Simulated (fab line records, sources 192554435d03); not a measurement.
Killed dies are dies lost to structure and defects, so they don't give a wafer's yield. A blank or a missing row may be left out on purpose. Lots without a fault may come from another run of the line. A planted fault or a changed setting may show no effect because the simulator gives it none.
Which tool did it? | flow n5_finfet | 6 lots, 17 wafers sampled, at 2 steps of a route of 1938

WHAT THE GAUGES READ, wafer by wafer
N5_BEOL_M11_CD_MEAS_11: target cd 64.1 nm.
lot  | measured     | on        | cd_nm (nm)
L645 | day 10 09:24 | cd_sem-02 | 63.8 63.8 64.8
L648 | day 11 02:14 | cd_sem-01 | 63.8 63.4 63.8
L651 | day 12 02:24 | cd_sem-02 | 63.6 64.2 64.6
L656 | day 13 15:17 | cd_sem-02 | 63.8 64.7
L662 | day 14 18:04 | cd_sem-03 | 64.5 63.9 62.8
L667 | day 15 21:16 | cd_sem-01 | 64.7 65.4 63.8

WHICH TOOL RAN EACH LOT (tool, then ch and the chambers of the sampled wafers, then the start)
lot  | N5_BEOL_M11_PECVD_70
L645 | pecvd-01 ch 0,1,2, day 10 07:57
L648 | pecvd-02 ch 0,2, day 11 00:20
L651 | pecvd-02 ch 0,2, day 12 01:49
L656 | pecvd-03 ch 0,2, day 13 13:49
L662 | pecvd-02 ch 0,2, day 14 16:30
L667 | pecvd-01 ch 0,1,2, day 15 20:31
- N5_BEOL_M11_PECVD_70: deposits SiO2 from TEOS/O2, target thk 20 nm, time 22.7 s.

THE ANSWER, worked out from the rows above alone
Rule: what is usual is taken from the lots themselves. Put in order of their means at a reading, lots are off if they are a third of the lots or fewer, leave a main group of 4 or more, and stand apart from it by a gap of 3 or more times the standard deviation of the main group's means; of several such gaps the widest counts. A main group whose means are all the same, to the digits that the tables above print for the reading, isn't used. A lot without any number at a reading at which 4 lots or more have one is off too. The other lots that the step has rows for count as sound.
No lot is off at any reading shown: from this, nothing can be told.

WHAT THE SIMULATOR HAD PUT IN
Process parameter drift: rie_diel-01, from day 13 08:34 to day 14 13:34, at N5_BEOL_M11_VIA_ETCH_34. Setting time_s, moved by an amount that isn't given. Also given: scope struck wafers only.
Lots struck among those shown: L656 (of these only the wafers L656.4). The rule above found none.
